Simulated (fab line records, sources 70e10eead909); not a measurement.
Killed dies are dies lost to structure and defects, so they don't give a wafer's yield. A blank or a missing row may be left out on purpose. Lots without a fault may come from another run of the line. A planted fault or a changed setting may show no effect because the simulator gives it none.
A struck lot beside a sound one | flow nand_harc | 16 steps out of a route of 1302
Sound: wafers L372.1, L372.3, L372.4. Struck: wafers L363.4, L363.5, L363.6. The cause comes at the end.
At each step with rows: each side's tool, then ch and its chambers, then its first start. Under that, the readings that differ: sound wafers | struck wafers | difference of the means | sigmas: that difference in standard deviations of wafers without a fault.
alike: readings whose means differ by less than 2 such deviations, and words and numbers that are the same on both sides. not compared: withheld readings, readings that some wafer has no value for, bounds like >300 that may hide the same value, and numbers for which the record gives no deviation and whose values overlap.
The two part at a step that has a row with sigmas, a row that says differs or no value, or rows on one side only. Numbers that don't overlap but have no deviation are shown without sigmas and don't part them. A reading that every wafer of one side lacks parts them only if that side has two wafers or more.

NHARC_A_DECK1_JOINT_INSPECT_05:
  sound on defect_inspect-01, day 19 18:29; struck on defect_inspect-01, day 15 21:20
  alike: raw_defect_count
then, 1 step without rows for these wafers: NHARC_A_ONON_D2_DEP_00 (target thk 1000 nm).
NHARC_A_ONON_D2_THK_MEAS_02: measures by ellipsometry.
  sound on film_metro-01, day 19 19:04; struck on film_metro-01, day 15 21:54
  alike: thk_nm
then, 1 step without rows for these wafers: NHARC_A_ONON_D2_DEP_03 (target thk 1000 nm).
NHARC_A_ONON_D2_THK_MEAS_05: measures by ellipsometry.
  sound on film_metro-01, day 19 19:37; struck on film_metro-01, day 15 22:28
  alike: thk_nm
then, 1 step without rows for these wafers: NHARC_A_ONON_D2_DEP_06 (target thk 1000 nm).
NHARC_A_ONON_D2_THK_MEAS_08: measures by ellipsometry.
  sound on film_metro-01, day 19 20:11; struck on film_metro-01, day 15 23:02
  alike: thk_nm
then, 1 step without rows for these wafers: NHARC_A_ONON_D2_DEP_09 (target thk 1000 nm).
NHARC_A_ONON_D2_THK_MEAS_11: measures by ellipsometry.
  sound on film_metro-01, day 19 20:46; struck on film_metro-01, day 15 23:36
  alike: thk_nm
then, 1 step without rows for these wafers: NHARC_A_ONON_D2_DEP_12 (target thk 1000 nm).
NHARC_A_ONON_D2_THK_MEAS_14: measures by ellipsometry.
  sound on film_metro-01, day 19 21:19; struck on film_metro-01, day 16 00:10
  alike: thk_nm
then, 1 step without rows for these wafers: NHARC_A_ONON_D2_ANNEAL_15 (time 3600 s).
NHARC_A_ONON_D2_DEP_16: target thk 1000 nm.
  sound on pecvd_onon-03 ch 0, day 20 04:53; struck on pecvd_onon-03 ch 0, day 16 09:22
  alike: susceptor_temp_C
NHARC_A_ONON_D2_THK_MEAS_18: measures by ellipsometry.
  sound on film_metro-01, day 20 05:24; struck on film_metro-01, day 16 09:42
  reading     | sound          | struck      | difference | sigmas
  thk_nm (nm) | 1015 1015 1014 | 709 709 709 | -306       | -24
then, 1 step without rows for these wafers: NHARC_A_ONON_D2_DEP_19 (target thk 1000 nm).
-- the record jumps here: 12 days lie between the struck wafers' starts before and after (it left off in module A_ONON_D2 and takes up again in module END, whose first step shown is number 1302 of the route) --
NHARC_END_SORT_01:
  the record has rows for the struck wafers here (prober-01 ch 0, day 28 06:22) and none for the sound ones

WHERE THEY PART
First at NHARC_A_ONON_D2_THK_MEAS_18; last, within this record, at NHARC_END_SORT_01.

WHY: what the simulator had put in
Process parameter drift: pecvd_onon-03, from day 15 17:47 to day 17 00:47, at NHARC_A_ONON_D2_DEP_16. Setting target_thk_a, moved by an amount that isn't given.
